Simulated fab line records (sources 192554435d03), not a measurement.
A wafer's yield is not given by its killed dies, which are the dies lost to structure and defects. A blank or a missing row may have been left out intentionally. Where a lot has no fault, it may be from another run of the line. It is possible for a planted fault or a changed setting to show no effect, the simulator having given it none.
fab line records | flow n5Finfet
record lots=9 wafers=27 lastDay=18
route steps=1938 shown BEOL_M3@1015 BEOL_M4@1038 PASSIVATION@1936
lots with no fault: from the same line, run without faults
startH: hours from the record's first day to the start of the lot's first wafer shown | waitH: hours from the lot's prior step to this one | " as in the row above | L1.1+2: several wafers, shown together as one row | - no value, or no start was given | * or withheld: withheld | < > ~ a bound
route shown NAME@n: NAME is a module with steps in the file, n the number in the route of the first one | usual: mean and standard deviation over wafers with no fault | same: alike in all rows | chamber/n: place in a boat | sites: the reading at each site | _std_site: the standard deviation of these | _edge_site: the outer-site mean with the inner-site mean subtracted | radiusMm: for every site, how far away it sits from the centre of the wafer | mask NAME#n: copy n | behind: the tool/chamber that last shaped the wafer | hold: cause of the lot's hold/its duration in hours/its outcome | device: the transistor (n, p or np) that didn't switch | end of line: tests run on the same wafers once the route is complete | a step without rows: its recipe alone | killed: the dies lost at the first sort to structure and to defects; this is not the yield of the wafer | map: the dies of a wafer, with x for killed, . for not killed, _ for no die there
set.NAME: the setting that was run; set.NAME@STEP: the one run at that earlier step | model.NAME: the simulator's own value behind a step, which no gauge read
steps of the route over a sample of lots; a table a step, a row a wafer
services: a tool's chamber out of use, with start hour (startH, from the record's first day; less than 0 if before it), hours out, and reason
## steps
# step N5_BEOL_M3_PRE_CLEAN_60
# recipe gas=NH3/H2 timeS=15 tempC=* rfPowerW=300
# usual heaterPowerW=82/14
# same timeS=15
# columns lot.wafer tool chamber startH waitH heaterPowerW
L297.1 cvdCo-01 0 175.38 0.3 85
L297.2 " 2 " " 87
L297.6 " 0 " " 85
L299.1 cvdCo-02 2 182.43 0.1 58
L299.4 " 2 " " 57
L299.5 " 0 " " 94
L300.2 cvdCo-02 2 189.19 0.0 58
L300.3 " 2 " " 58
L300.5 " 2 " " 59
L303.1 cvdCo-02 2 212.23 0.0 59
L303.3 " 0 " " 92
L303.4 " 1 " " 93
L309.2 cvdCo-02 1 242.53 0.0 95
L309.3 " 0 " " 94
L309.4 " 0 " " 93
L307.1 cvdCo-02 2 243.26 0.0 60
L307.3 " 1 " " 97
L307.5 " 1 " " 93
L310.1 cvdCo-02 1 249.78 0.0 93
L310.3 " 2 " " 59
L310.4 " 0 " " 91
L314.1 cvdCo-02 0 289.96 0.2 93
L314.2 " 2 " " 59
L314.4 " 0 " " 94
L316.3 cvdCo-02 1 296.07 0.0 93
L316.4 " 2 " " 59
L316.5 " 1 " " 93
# step N5_BEOL_M3_RS_MEAS_58
# recipe thkMeasGauge=four-point-probe reads=Co_of_BEOL_M3_CO_CAP_55+Cu_of_BEOL_M3_ECD_50+Co_of_BEOL_M3_CVD_47+TaN_of_BEOL_M3_ALD_84
# usual M3_RS=0.67/0.031
# columns lot.wafer tool chamber startH waitH M3_RS[ohm/sq]
L297.1 filmMetro-01 - 175.60 0.0 0.65
L297.2 " - " " 0.72
L297.6 " - " " 0.64
L299.1 filmMetro-02 - 182.70 0.0 0.68
L299.4 " - " " 0.62
L299.5 " - " " 0.64
L300.2 filmMetro-01 - 189.47 0.1 0.64
L300.3 " - " " 0.71
L300.5 " - " " 0.66
L303.1 filmMetro-01 - 212.45 0.0 0.68
L303.3 " - " " 0.70
L303.4 " - " " 0.59
L309.2 filmMetro-02 - 242.76 0.1 0.62
L309.3 " - " " 0.68
L309.4 " - " " 0.68
L307.1 filmMetro-02 - 243.48 0.0 0.72
L307.3 " - " " 0.67
L307.5 " - " " 0.64
L310.1 filmMetro-01 - 250.01 0.0 0.74
L310.3 " - " " 0.71
L310.4 " - " " 0.68
L314.1 filmMetro-02 - 290.18 0.0 0.64
L314.2 " - " " 0.67
L314.4 " - " " 0.64
L316.3 filmMetro-02 - 296.29 0.1 0.64
L316.4 " - " " 0.62
L316.5 " - " " 0.62
# step N5_BEOL_M4_ETCH_74
# recipe chemistry=N2/H2 target=underlayer targetDepthA=65 maskMaterial=CAR-EUV timeS=5.2 ionEnergyEv=200 pressureMtorr=30 sourceW=840 biasW=150 n2FlowSccm=200 h2FlowSccm=200 ends=cleared
# usual biasW=150.1/0.48 drypumpMotorCurrentA=5.7/0.44 etchRfOnTimeS=5.24/0.12 oesProductAu=0.67/0.083 rfVppV=526.0/1.7 showerheadPlenumPTorr=2.61/0.05 throttleValvePct=17.79/0.14
# columns lot.wafer tool chamber startH waitH biasW drypumpMotorCurrentA etchRfOnTimeS oesProductAu rfHoursCounterH rfVppV showerheadPlenumPTorr throttleValvePct
L297.1 rieDiel-03 2 176.78 0.0 149.8 5.3 5.11 0.60 225 526.4 2.63 17.83
L297.2 " 3 " " 150.8 5.3 5.39 0.59 199 526.2 2.64 17.99
L297.6 " 3 " " 151.0 5.2 5.43 0.59 - 526.7 2.64 17.99
L299.1 rieDiel-03 0 187.31 0.0 150.2 5.8 5.30 0.74 34 529.0 2.70 17.70
L299.4 " 1 " " 150.0 5.3 5.34 0.73 42 524.9 2.58 17.69
L299.5 " 1 " " 150.0 5.4 5.32 0.73 - 526.7 2.58 17.69
L300.2 rieDiel-01 2 190.27 0.0 150.4 5.2 5.25 0.81 6 525.2 2.59 17.79
L300.3 " 1 " " 150.1 5.7 5.09 0.68 113 525.3 2.69 17.88
L300.5 " 3 " " 150.3 6.3 5.14 0.62 - 527.2 2.61 17.76
L303.1 rieDiel-03 1 213.41 0.0 149.6 5.3 5.31 0.71 51 523.4 2.57 17.70
L303.3 " 2 " " 150.3 5.3 5.16 0.59 236 526.6 2.63 17.84
L303.4 " 0 " " 151.2 5.9 5.32 0.73 43 528.1 2.70 17.72
L309.2 rieDiel-03 1 244.24 0.0 150.1 5.3 5.40 0.70 61 523.6 2.57 17.72
L309.3 " 3 " " 150.1 5.3 5.49 0.58 220 525.8 2.63 18.03
L309.4 " 2 " " 148.8 5.3 5.25 0.57 246 526.6 2.62 17.89
L307.1 rieDiel-01 2 246.50 0.0 150.3 5.2 5.26 0.76 26 527.0 2.58 17.83
L307.3 " 0 " " 149.5 6.4 5.14 0.62 210 526.1 2.61 17.76
L307.5 " 2 " " 150.0 5.2 5.24 0.76 - 525.7 2.58 17.82
L310.1 rieDiel-03 1 251.26 0.0 150.3 5.3 5.46 0.69 63 525.8 2.57 17.73
L310.3 " 3 " " 150.1 5.3 5.49 0.57 222 526.6 2.63 18.02
L310.4 " 2 " " 149.6 5.3 5.23 0.57 249 525.8 2.62 17.88
L314.1 rieDiel-05 3 292.81 0.0 149.6 5.7 5.03 0.78 23 525.1 2.50 18.02
L314.2 " 0 " " 149.9 6.4 5.17 0.58 244 525.1 2.60 17.77
L314.4 " 3 " " 149.5 5.7 5.09 0.77 - 523.1 2.50 18.03
L316.3 rieDiel-05 2 297.30 0.0 149.9 6.0 5.15 0.76 31 525.0 2.59 17.76
L316.4 " 3 " " 149.4 5.7 5.11 0.77 - 521.3 2.50 18.02
L316.5 " 0 " " 149.4 6.4 5.27 0.58 - 524.8 2.60 17.77
# step N5_BEOL_M4_ETCH_64
# recipe chemistry=N2/H2 target=SOC targetDepthA=750 overetchA=225 maskMaterial=SiARC tempC=40 timeS=121.9 ionEnergyEv=200 pressureMtorr=30 sourceW=840 biasW=150 n2FlowSccm=200 h2FlowSccm=200
# usual biasW=150.0/0.42 drypumpMotorCurrentA=5.7/0.44 oesProductAu=0.60/0.071 rfVppV=525.8/1.4 showerheadPlenumPTorr=2.61/0.05 throttleValvePct=17.75/0.14
# same timeS=121.9
# columns lot.wafer tool chamber startH waitH biasW drypumpMotorCurrentA oesProductAu rfHoursCounterH rfVppV showerheadPlenumPTorr throttleValvePct
L297.1 rieDiel-03 2 176.82 0.0 150.4 5.3 0.52 225 526.0 2.63 17.81
L297.2 " 3 " " 149.8 5.2 0.53 199 526.0 2.64 17.95
L297.6 " 3 " " 150.0 5.2 0.54 - 526.9 2.64 17.97
L299.1 rieDiel-03 0 187.35 0.0 150.2 5.9 0.68 34 527.8 2.70 17.63
L299.4 " 1 " " 149.9 5.3 0.65 42 524.3 2.58 17.65
L299.5 " 1 " " 150.9 5.3 0.65 - 526.6 2.58 17.65
L300.2 rieDiel-01 2 190.31 0.0 150.1 5.2 0.72 6 524.5 2.59 17.74
L300.3 " 1 " " 149.7 5.7 0.59 114 527.4 2.69 17.86
L300.5 " 3 " " 149.9 6.3 0.54 - 525.3 2.61 17.71
L303.1 rieDiel-03 1 213.45 0.0 150.7 5.3 0.65 51 524.6 2.57 17.67
L303.3 " 2 " " 150.2 5.3 0.52 236 525.1 2.63 17.82
L303.4 " 0 " " 150.7 5.8 0.67 43 529.6 2.70 17.66
L309.2 rieDiel-03 1 244.28 0.0 156.5 5.3 0.64 61 540.5 2.57 17.69
L309.3 " 3 " " 156.9 5.2 0.52 220 541.3 2.63 17.99
L309.4 " 2 " " 156.5 5.3 0.51 246 540.8 2.62 17.84
L307.1 rieDiel-01 2 246.54 0.0 149.9 5.2 0.68 26 526.0 2.58 17.79
L307.3 " 0 " " 149.4 6.4 0.54 210 525.1 2.61 17.72
L307.5 " 2 " " 149.4 5.2 0.69 - 527.3 2.58 17.78
L310.1 rieDiel-03 1 251.30 0.0 156.9 5.4 0.63 63 539.2 2.57 17.69
L310.3 " 3 " " 156.0 5.3 0.53 222 540.0 2.63 17.99
L310.4 " 2 " " 155.7 5.3 0.51 249 540.8 2.62 17.83
L314.1 rieDiel-05 3 292.85 0.0 149.1 5.7 0.69 23 523.8 2.50 18.00
L314.2 " 0 " " 150.6 6.5 0.52 244 523.8 2.60 17.71
L314.4 " 3 " " 149.9 5.7 0.69 - 522.2 2.50 17.98
L316.3 rieDiel-05 2 297.34 0.0 149.6 6.0 0.67 31 524.7 2.60 17.73
L316.4 " 3 " " 150.5 5.7 0.68 - 522.6 2.50 17.99
L316.5 " 0 " " 149.5 6.5 0.53 - 525.1 2.60 17.71
# step N5_BEOL_M4_RC_MEAS_101
# usual DIBL_N=37.0/1.7 DIBL_P=36.7/2 IOFF_N=0.17/0.035 IOFF_P=0.22/0.035 ION_N=672/12 ION_P=461/7.5 SS_N=71.6/0.67 SS_P=73.4/0.64 VT_N=250/3.5 VT_P=-250/3.5
# columns lot.wafer tool chamber startH waitH DIBL_N[mV/V] DIBL_P[mV/V] IOFF_N[nA/um] IOFF_P[nA/um] ION_N[uA/um] ION_P[uA/um] SS_N[mV/dec] SS_P[mV/dec] VT_N[mV] VT_P[mV]
L297.1 prober-02 0 187.31 0.0 37.0 36.5 0.17 0.25 665 462 71.7 73.2 249 -244
L297.2 " 0 " " 37.2 36.3 0.19 0.25 675 467 72.0 73.1 245 -246
L297.6 " 0 " " 36.3 36.4 0.18 0.25 685 473 71.3 73.8 244 -247
L299.1 prober-02 0 193.05 0.0 38.6 38.0 0.20 0.24 695 466 71.1 73.5 245 -251
L299.4 " 0 " " 39.0 38.0 0.20 0.23 682 461 72.1 74.5 245 -250
L299.5 " 0 " " 38.8 37.8 0.20 0.22 674 451 71.9 74.3 247 -252
L300.2 prober-01 0 196.31 0.2 38.4 39.0 0.19 0.27 665 464 72.2 73.6 247 -248
L300.3 " 0 " " 39.2 38.8 0.20 0.25 668 449 72.3 74.1 249 -249
L300.5 " 0 " " 39.6 39.8 0.21 0.27 658 454 72.4 74.5 247 -250
L303.1 prober-01 0 219.44 0.0 36.7 37.4 0.17 0.20 681 467 71.9 74.2 252 -252
L303.3 " 0 " " 36.6 37.3 0.16 0.20 673 464 71.7 73.3 252 -256
L303.4 " 0 " " 36.5 36.7 0.15 0.20 662 454 71.5 73.5 254 -253
L309.2 prober-02 0 250.05 0.2 37.9 37.6 0.20 0.24 662 461 72.1 73.2 247 -247
L309.3 " 0 " " 37.5 37.4 0.17 0.24 668 462 71.8 73.2 249 -250
L309.4 " 0 " " 35.4 35.6 0.14 0.21 665 464 71.1 73.1 251 -249
L307.1 prober-01 0 253.10 0.0 34.3 34.0 0.12 0.17 666 456 70.6 72.4 254 -257
L307.3 " 0 " " 31.9 31.3 0.09 0.13 649 452 69.8 71.8 256 -259
L307.5 " 0 " " 33.6 33.3 0.11 0.16 664 456 70.4 72.3 254 -257
L310.1 prober-02 0 257.08 0.0 36.5 36.5 0.17 0.24 683 469 71.2 73.5 249 -243
L310.3 " 0 " " 37.1 36.3 0.16 0.23 679 467 70.8 72.1 248 -248
L310.4 " 0 " " 41.1 40.7 0.27 0.32 688 470 72.2 74.2 241 -242
L314.1 prober-01 0 300.21 0.0 36.6 36.0 0.14 0.21 662 460 72.5 72.9 251 -250
L314.2 " 0 " " 36.6 35.7 0.15 0.21 669 464 71.4 73.2 253 -249
L314.4 " 0 " " 37.1 36.4 0.16 0.21 672 461 71.9 73.1 251 -250
L316.3 prober-02 0 322.71 0.3 35.5 34.4 0.15 0.20 675 467 72.0 73.6 250 -250
L316.4 " 0 " " 36.0 35.2 0.16 0.22 678 466 71.8 73.5 246 -249
L316.5 " 0 " " 35.8 34.2 0.14 0.20 664 461 71.2 73.1 251 -252
# step N5_PASSIVATION_PROBE_49
# usual defectLimitedYield=91.1/1.3 killed_at_M0_to_M3=35/11 killed_at_M4_up=13/5.4 killedAtContacts=14/6.5 killedAtFrontEnd=41/11 killedAtOther=4/3.1 killedDies=106/15 killedOpen=69/12 killedShort=35/7 sort_bin_5_function=5.2/0.86 sort_bin_6_memory=3.4/0.64 sortNPass=1074/15 sortYieldPct=91.0/1.3
# same grossDies=1180 killedAtBackSide=0 sort_bin_4_leakage[%]=0 sort_bin_8_speed[%]=0
# columns lot.wafer tool chamber startH waitH defectLimitedYield[%] killed_at_M0_to_M3 killed_at_M4_up killedAtContacts killedAtFrontEnd killedAtOther killedDies killedOpen killedShort sort_bin_5_function[%] sort_bin_6_memory[%] sortNPass sortYieldPct[%]
L297.1 prober-01 - 291.46 0.0 89.6 24 18 19 61 1 123 82 40 6.8 3.4 1057 89.6
L297.2 prober-01 - 291.51 0.1 91.3 39 9 18 33 4 103 60 39 4.8 3.2 1077 91.3
L297.6 prober-01 - 291.71 0.3 91.7 28 15 7 40 8 98 63 31 5.9 2.1 1082 91.7
L299.1 prober-01 - 293.44 0.0 92.1 39 8 11 33 2 93 61 32 4.8 2.8 1087 92.1
L299.4 prober-01 - 293.59 0.2 91.4 53 12 6 28 3 102 57 43 5.1 3.1 1078 91.4
L299.5 prober-01 - 293.64 0.2 91.7 38 6 18 36 0 98 60 38 5.7 2.3 1082 91.7
L300.2 prober-02 - 295.64 0.1 90.7 16 26 15 50 3 110 71 38 5.1 4.1 1070 90.7
L300.3 prober-02 - 295.69 0.1 93.2 21 6 5 46 2 80 54 25 4.2 2.5 1100 93.2
L300.5 prober-02 - 295.79 0.2 91.1 36 10 13 42 4 105 66 38 5.1 3.6 1075 91.1
L303.1 prober-01 - 315.95 0.0 92.7 22 8 17 36 3 86 59 25 4.1 3.1 1094 92.7
L303.3 prober-01 - 316.05 0.1 92.1 27 5 12 45 4 93 59 30 5.0 2.5 1087 92.1
L303.4 prober-01 - 316.10 0.2 91.4 21 6 15 53 6 101 59 41 5.1 3.1 1079 91.4
L309.2 prober-01 - 348.80 0.1 89.2 56 16 20 32 4 128 80 45 7.2 3.5 1052 89.2
L309.3 prober-01 - 348.85 0.1 89.2 49 11 23 36 9 128 81 43 6.4 4.0 1052 89.2
L309.4 prober-01 - 348.90 0.2 88.8 46 5 21 53 7 132 89 41 6.2 4.4 1048 88.8
L310.1 prober-02 - 351.56 0.0 91.7 24 15 20 27 12 98 71 26 4.9 3.1 1082 91.7
L310.3 prober-02 - 351.66 0.1 91.0 37 22 19 20 8 106 72 32 5.1 3.4 1074 91.0
L310.4 prober-02 - 351.71 0.2 88.6 51 27 12 42 3 135 85 45 6.9 4.0 1045 88.6
# killed by level:class
L297.1 FIN_SAQP:geometricParticle:open=21 FIN_SAQP:geometricParticle:short=16 BEOL_M4:geometricParticle:open=13 MOL_CONTACT_COAG:geometricParticle:open=12 STI_FIN_REVEAL:geometricParticle:open=8 MOL_CONTACT_COAG:geometricParticle:short=7 DUMMY_GATE:geometricParticle:open=5 BEOL_M3:geometricParticle:open=4
L297.2 MOL_CONTACT_COAG:geometricParticle:open=13 BEOL_M1:geometricParticle:open=13 BEOL_M0_SAQP:geometricParticle:short=8 MOL_CONTACT_COAG:geometricParticle:short=5 FIN_SAQP:geometricParticle:short=5 GATE_CUT:geometricParticle:short=5 BEOL_M0_SAQP:geometricParticle:open=5 BEOL_M4:geometricParticle:open=5
L297.6 BEOL_M0_SAQP:geometricParticle:open=11 BEOL_M4:geometricParticle:open=8 FIN_SAQP:geometricParticle:short=6 DUMMY_GATE:geometricParticle:open=6 MOL_CONTACT_COAG:geometricParticle:open=6 STI_FIN_REVEAL:geometricParticle:open=5 GATE_CUT:geometricParticle:short=5 FIN_SAQP:geometricParticle:open=4
L299.1 BEOL_M1:geometricParticle:open=12 MOL_CONTACT_COAG:geometricParticle:open=10 BEOL_M0_SAQP:geometricParticle:short=10 STI_FIN_REVEAL:geometricParticle:open=9 BEOL_M0_SAQP:geometricParticle:open=7 SPACER0:geometricParticle:short=6 BEOL_M3:geometricParticle:open=5 BEOL_M4:geometricParticle:open=5
L299.4 BEOL_M3:geometricParticle:short=12 BEOL_M0_SAQP:geometricParticle:open=9 BEOL_M1:geometricParticle:open=7 BEOL_M3:geometricParticle:open=7 FIN_SAQP:geometricParticle:short=6 BEOL_M4:geometricParticle:open=6 FIN_SAQP:geometricParticle:open=5 MOL_CONTACT_COAG:geometricParticle:open=5
L299.5 MOL_CONTACT_COAG:geometricParticle:open=18 GATE_CUT:geometricParticle:short=7 BEOL_M0_SAQP:geometricParticle:open=7 BEOL_M3:geometricParticle:short=7 BEOL_M1:geometricParticle:open=6 BEOL_M3:geometricParticle:open=6 BEOL_M0_SAQP:geometricParticle:short=5 STI_FIN_REVEAL:geometricParticle:open=4
L300.2 STI_FIN_REVEAL:geometricParticle:open=12 FIN_SAQP:geometricParticle:short=11 MOL_CONTACT_COAG:geometricParticle:open=11 BEOL_M4:geometricParticle:open=11 FIN_SAQP:geometricParticle:open=6 BEOL_M0_SAQP:geometricParticle:short=6 STARTING-WAFER:geometricParticle:open=5 ILD0:geometricParticle:short=4
L300.3 STI_FIN_REVEAL:geometricParticle:open=19 BEOL_M0_SAQP:geometricParticle:open=8 FIN_SAQP:geometricParticle:open=6 FIN_SAQP:geometricParticle:short=5 STI_FIN_REVEAL:geometricParticle:short=5 MOL_CONTACT_COAG:geometricParticle:open=4 GATE_CUT:geometricParticle:open=3 GATE_CUT:geometricParticle:short=3
L300.5 STI_FIN_REVEAL:geometricParticle:open=14 MOL_CONTACT_COAG:geometricParticle:open=11 BEOL_M0_SAQP:geometricParticle:short=9 BEOL_M0_SAQP:geometricParticle:open=8 DUMMY_GATE:geometricParticle:open=7 FIN_SAQP:geometricParticle:short=6 FIN_SAQP:geometricParticle:open=5 BEOL_M1:geometricParticle:open=5
L303.1 FIN_SAQP:geometricParticle:open=15 MOL_CONTACT_COAG:geometricParticle:open=11 BEOL_M0_SAQP:geometricParticle:open=6 MOL_CONTACT_COAG:geometricParticle:short=5 BEOL_M3:geometricParticle:open=5 GATE_CUT:geometricParticle:short=4 BEOL_M0_SAQP:geometricParticle:short=4 BEOL_M4:geometricParticle:open=4
L303.3 STI_FIN_REVEAL:geometricParticle:open=16 MOL_CONTACT_COAG:geometricParticle:open=9 GATE_CUT:geometricParticle:short=5 BEOL_M0_SAQP:geometricParticle:open=5 BEOL_M3:geometricParticle:open=5 FIN_SAQP:geometricParticle:short=4 STI_FIN_REVEAL:geometricParticle:short=4 BEOL_M0_SAQP:geometricParticle:short=4
L303.4 FIN_SAQP:geometricParticle:short=12 MOL_CONTACT_COAG:geometricParticle:open=12 STI_FIN_REVEAL:geometricParticle:open=9 BEOL_M3:geometricParticle:open=7 FIN_SAQP:geometricParticle:open=6 GATE_CUT:geometricParticle:short=4 BEOL_M0_SAQP:geometricParticle:open=4 BEOL_M0_SAQP:geometricParticle:short=4
L309.2 MOL_CONTACT_COAG:geometricParticle:open=14 BEOL_M0_SAQP:geometricParticle:short=12 BEOL_M0_SAQP:geometricParticle:open=12 BEOL_M1:geometricParticle:open=9 STI_FIN_REVEAL:geometricParticle:open=8 FIN_SAQP:geometricParticle:short=7 BEOL_M3:geometricParticle:open=6 BEOL_M4:geometricParticle:open=6
L309.3 MOL_CONTACT_COAG:geometricParticle:open=18 BEOL_M1:geometricParticle:open=18 BEOL_M3:geometricParticle:open=9 STI_FIN_REVEAL:geometricParticle:open=8 BEOL_M0_SAQP:geometricParticle:open=7 STI_FIN_REVEAL:geometricParticle:short=5 MOL_CONTACT_COAG:geometricParticle:short=5 BEOL_M0_SAQP:geometricParticle:short=5
L309.4 MOL_CONTACT_COAG:geometricParticle:open=19 STI_FIN_REVEAL:geometricParticle:open=18 BEOL_M1:geometricParticle:open=14 FIN_SAQP:geometricParticle:open=9 FIN_SAQP:geometricParticle:short=9 BEOL_M0_SAQP:geometricParticle:short=8 BEOL_M0_SAQP:geometricParticle:open=7 BEOL_M1:geometricParticle:short=5
L310.1 MOL_CONTACT_COAG:geometricParticle:open=16 MIM_TOP:geometricParticle:open=7 FIN_SAQP:geometricParticle:open=6 FIN_SAQP:geometricParticle:short=6 BEOL_M2:geometricParticle:open=6 BEOL_M4:geometricParticle:open=6 BEOL_M1:geometricParticle:open=5 BEOL_M3:geometricParticle:open=5
L310.3 MOL_CONTACT_COAG:geometricParticle:open=16 BEOL_M4:geometricParticle:open=11 BEOL_M0_SAQP:geometricParticle:open=8 BEOL_M3:geometricParticle:open=7 BEOL_M0_SAQP:geometricParticle:short=5 BEOL_M0:geometricParticle:open=5 STARTING-WAFER:geometricParticle:open=5 BEOL_M3:geometricParticle:short=4
L310.4 BEOL_M4:geometricParticle:open=11 MOL_CONTACT_COAG:geometricParticle:open=10 BEOL_M3:geometricParticle:open=10 STI_FIN_REVEAL:geometricParticle:open=9 BEOL_M0_SAQP:geometricParticle:short=8 BEOL_M2:geometricParticle:open=7 STARTING-WAFER:geometricParticle:short=7 BEOL_M0:geometricParticle:open=6
## services
# columns tool chamber startH hours kind
cvdCo-02 2 151.49 10.4 repair
cvdCo-02 1 152.68 56.4 repair
rieDiel-01 2 153.55 - clean
rieDiel-01 2 153.55 - consumableReplace:esc
rieDiel-01 2 153.55 - consumableReplace:focusRing
rieDiel-01 2 153.55 23.5 scheduledDown
rieDiel-01 2 153.55 23.5 ventCycle
rieDiel-05 - 156.32 4.3 pm
rieDiel-01 1 182.08 1.6 repair
rieDiel-05 2 202.05 - clean
rieDiel-05 2 202.05 - consumableReplace:focusRing
rieDiel-05 2 202.05 14.4 scheduledDown
rieDiel-05 2 202.05 14.4 ventCycle
rieDiel-05 3 216.48 - clean
rieDiel-05 3 216.48 - consumableReplace:focusRing
cvdCo-02 - 226.00 0.7 repair
rieDiel-05 - 228.13 0.4 repair
rieDiel-01 3 235.05 61.9 repair
rieDiel-03 2 254.30 - clean
rieDiel-03 2 254.30 - consumableReplace:focusRing
cvdCo-02 - 258.86 0.4 repair
rieDiel-05 2 271.67 4.7 repair
rieDiel-01 0 275.58 5.2 repair
rieDiel-05 1 291.08 6.5 repair
## key
firstSign step=N5_BEOL_M4_ETCH_64 reading=biasW direction=up sigmas=15 usual=* struck=*
effect step=N5_BEOL_M4_ETCH_64 reading=rfVppV direction=up sigmas=10 usual=525.8 struck=540.4
metAt N5_BEOL_M4_ETCH_64
struckLots L309,L310
notActingAt N5_BEOL_M3_PRE_CLEAN_60,N5_BEOL_M3_RS_MEAS_58,N5_BEOL_M4_ETCH_74
onsetBetween 213.45 244.28
fault kind=processParameterDrift tool=rieDiel-03 chamber=- onsetH=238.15 steps=N5_BEOL_M4_ETCH_64 channel=biasW offset=* shape=step endH=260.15 actsIn=* stated=*
